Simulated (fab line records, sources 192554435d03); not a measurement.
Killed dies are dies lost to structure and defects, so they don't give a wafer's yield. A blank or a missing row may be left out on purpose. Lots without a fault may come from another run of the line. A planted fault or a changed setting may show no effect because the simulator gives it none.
Chamber matching | flow n5_finfet | N5_BEOL_M0_SAQP_SPACER2_ETCHBACK_27 on rie_diel-03: 4 sister chambers
The step etches SiO2 in CHF3/O2, target depth 22.5 nm, time 11.25 s. 20 wafers are shown with their chamber, then 10 later ones without.

WAFERS WITH THEIR CHAMBER
wafer  | chamber | drypump_motor_current_A (A) | showerhead_plenum_p_Torr (Torr) | oes_product_au (a.u.)
L075.3 | 1       | 5.9                         | 2.40                            | 0.73
L075.4 | 3       | 6.6                         | 2.34                            | 0.84
L075.6 | 1       | 5.9                         | 2.41                            | 0.74
L076.2 | 1       | 5.9                         | 2.40                            | 0.73
L076.4 | 0       | 5.6                         | 2.48                            | 0.71
L076.6 | 3       | 6.6                         | 2.34                            | 0.82
L078.3 | 3       | 6.6                         | 2.34                            | 0.83
L078.4 | 2       | 5.2                         | 2.46                            | 0.99
L078.5 | 0       | 5.6                         | 2.48                            | 0.71
L082.2 | 0       | 5.6                         | 2.47                            | 0.70
L082.3 | 3       | 6.6                         | 2.33                            | 0.81
L082.6 | 0       | 5.6                         | 2.47                            | 0.70
L083.1 | 3       | 6.6                         | 2.33                            | 0.82
L083.3 | 0       | 5.5                         | 2.47                            | 0.70
L083.6 | 0       | 5.5                         | 2.47                            | 0.70
L091.2 | 0       | 5.6                         | 2.47                            | 0.70
L091.3 | 2       | 5.2                         | 2.46                            | 0.93
L091.6 | 3       | 6.6                         | 2.33                            | 0.81
L094.1 | 3       | 6.6                         | 2.33                            | 0.79
L094.2 | 2       | 5.3                         | 2.45                            | 0.91

SIGNATURES (means of the wafers above)
reading                  | chamber 0 | chamber 1 | chamber 2 | chamber 3 | scatter within a chamber
drypump_motor_current_A  | 5.571     | 5.900     | 5.233     | 6.600     | 0.0362
showerhead_plenum_p_Torr | 2.4729    | 2.4033    | 2.4567    | 2.3343    | 0.00529
oes_product_au           | 0.7029    | 0.7333    | 0.9433    | 0.8171    | 0.0181
Rule: a wafer's distance from a chamber is the root of the sum, over the readings, of the square of ((its reading less the chamber's mean) divided by the reading's scatter). The wafer belongs to the nearest chamber; if the next one is less than 2 further off, it can't be placed. The scatter: the root of (the sum of the squares of (reading less its chamber's mean) over the shown wafers, divided by (wafers less chambers)).

WAFERS WITHOUT THEIR CHAMBER
wafer  | drypump_motor_current_A (A) | showerhead_plenum_p_Torr (Torr) | oes_product_au (a.u.)
L094.4 | 5.9                         | 2.39                            | 0.72
L095.2 | 5.3                         | 2.45                            | 0.91
L095.4 | 5.9                         | 2.39                            | 0.70
L095.6 | 5.3                         | 2.45                            | 0.90
L097.4 | 6.6                         | 2.33                            | 0.78
L097.5 | 5.9                         | 2.39                            | 0.71
L097.6 | 5.3                         | 2.45                            | 0.90
L096.2 | 5.5                         | 2.47                            | 0.97
L096.3 | 6.6                         | 2.32                            | 0.79
L096.5 | 5.9                         | 2.39                            | 0.70

WHICH CHAMBER EACH WENT THROUGH
wafer  | from the rows above | in truth
L094.4 | 1                   | 1
L095.2 | 2                   | 2
L095.4 | 1                   | 1
L095.6 | 2                   | 2
L097.4 | 3                   | 3
L097.5 | 1                   | 1
L097.6 | 2                   | 2
L096.2 | 2                   | 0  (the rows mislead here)
L096.3 | 3                   | 3
L096.5 | 1                   | 1
Placed correctly: 9 of 10. Can't be placed from these rows: 0. Placed wrongly: 1.
